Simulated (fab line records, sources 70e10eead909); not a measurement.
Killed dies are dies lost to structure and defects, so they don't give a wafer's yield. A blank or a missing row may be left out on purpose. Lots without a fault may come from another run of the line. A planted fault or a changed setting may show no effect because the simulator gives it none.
Problem report in the 8D (eight disciplines) form, filled by code | flow nand_harc | the parts of the form that need people (team, actions taken, sign-off) are left out

1. THE PROBLEM
VT_DECK1_TOP_INNER at NHARC_END_WLT_00 reads a mean of 1.040 on 6 wafers of 2 lots; wafers without a fault read 0.895 with a standard deviation of 0.0065. That is +22 standard deviations from the usual mean.
First seen on wafer L706.1, day 27 05:38, on prober-01. The record holds 27 wafers of 9 lots with a number at this step. Rule for "out", or "out of limits": more than 4 standard deviations from the usual mean. The other wafers with a number count as sound.

2. WHAT IT IS AND WHAT IT IS NOT
question                    | is                                                                                                                                                                               | is not
which readings at this step | VT_DECK1_TOP_INNER, VT_DECK1_BOTTOM, VT_DECK1_BOTTOM_INNER, VT_DECK1_MEDIAN_NEAR_BOTTOM, VT_DECK1_MEDIAN_NEAR_BOTTOM_INNER, VT_DECK1_MIDDLE, VT_DECK1_MIDDLE_INNER, VT_DECK1_TOP | VT_DECK2_BOTTOM, VT_DECK2_BOTTOM_INNER, VT_DECK2_MEDIAN_NEAR_BOTTOM_INNER, VT_DECK2_MIDDLE, VT_DECK2_TOP
which lots                  | L706, L707                                                                                                                                                                       | L701, L714, L715, L716, L717, L722, L723
which wafers of those lots  | all that have a number                                                                                                                                                           | -
read on which gauges        | prober-01, prober-02                                                                                                                                                             | -
when                        | from day 27 05:38                                                                                                                                                                | up to then (3 sound wafers); but 18 sound wafers of L714, L715, L716, L717, L722, L723 came after

3. SUSPECTS, AND WHAT RULES EACH OUT
Counting: a tool at a process step up to the reading stays a suspect if it ran every lot that is out and no sound lot after the first of them.
- the gauge at NHARC_END_WLT_00: ruled out. The wafers that are out were read on 2 gauges (prober-01, prober-02).
- lpcvd_poly-01 at NHARC_A_CHANNEL_FILL_D1_CVD_05 (deposits poly-Si, target thk 5 nm): ruled out as a lasting fault. Sound lots L716, L717, L722 ran on it after its first lot that is out, L706 (day 12 19:44).
Left after counting: nothing in the record.

4. THE CAUSE (what the simulator had put in)
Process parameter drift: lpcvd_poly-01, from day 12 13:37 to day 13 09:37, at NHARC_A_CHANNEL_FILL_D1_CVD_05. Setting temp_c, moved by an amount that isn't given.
Counting ruled it out, wrongly: the rule takes a fault to strike every lot that its tool runs from its start on, and this one did not.

5. THE CHAIN OF EFFECTS, in route order
Each row: a reading whose mean over the struck wafers that have a number lies more than 3 standard deviations from the usual. Only readings for which the record gives a usual standard deviation are gone through. hours: the time from each lot's start at the first step in this table that gives one to its start at this step, as a median over the lots. sigmas: the change in usual standard deviations.
hours | step                           | reading                           | usual   | on struck wafers | change | sigmas
0     | NHARC_A_CHANNEL_FILL_D1_CVD_05 | spike_tc_bottom_C                 | 568.8 C | 590.7            | +21.9  | +8.1
0     | NHARC_A_CHANNEL_FILL_D1_CVD_05 | spike_tc_centre_C                 | 551.2 C | 572.1            | +20.9  | +19
0     | NHARC_A_CHANNEL_FILL_D1_CVD_05 | spike_tc_lower_C                  | 550.6 C | 571.3            | +20.7  | +17
0     | NHARC_A_CHANNEL_FILL_D1_CVD_05 | spike_tc_top_C                    | 571 C   | 587              | +16    | +4.3
0     | NHARC_A_CHANNEL_FILL_D1_CVD_05 | spike_tc_upper_C                  | 549.8 C | 570.0            | +20.2  | +18
346   | NHARC_END_WLT_00               | VT_DECK1_BOTTOM                   | 0.870   | 0.998            | +0.128 | +21
346   | NHARC_END_WLT_00               | VT_DECK1_BOTTOM_INNER             | 0.871   | 0.998            | +0.127 | +20
346   | NHARC_END_WLT_00               | VT_DECK1_MEDIAN_NEAR_BOTTOM       | 0.871   | 1.000            | +0.129 | +19
346   | NHARC_END_WLT_00               | VT_DECK1_MEDIAN_NEAR_BOTTOM_INNER | 0.871   | 1.000            | +0.129 | +21
346   | NHARC_END_WLT_00               | VT_DECK1_MIDDLE                   | 0.884   | 1.020            | +0.136 | +23
346   | NHARC_END_WLT_00               | VT_DECK1_MIDDLE_INNER             | 0.884   | 1.018            | +0.134 | +20
346   | NHARC_END_WLT_00               | VT_DECK1_TOP                      | 0.895   | 1.040            | +0.145 | +21
346   | NHARC_END_WLT_00               | VT_DECK1_TOP_INNER                | 0.895   | 1.040            | +0.145 | +22
The process steps in it:
- NHARC_A_CHANNEL_FILL_D1_CVD_05: deposits poly-Si, target thk 5 nm.
Later measuring or inspecting steps at which every struck wafer that the step has a row for has a number for every such reading, and none has moved that far: NHARC_END_SORT_01.

6. WHAT WOULD HAVE CAUGHT IT SOONER
In this record the first reading out of limits at a measuring or inspecting step was taken at day 27 05:38, 352 hours after the fault began at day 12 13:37.
The tool's own readings at NHARC_A_CHANNEL_FILL_D1_CVD_05 were out on every struck wafer that the step has a row for (spike_tc_bottom_C, spike_tc_centre_C, spike_tc_lower_C, spike_tc_upper_C): an alarm limit on them would have fired on the first of those.
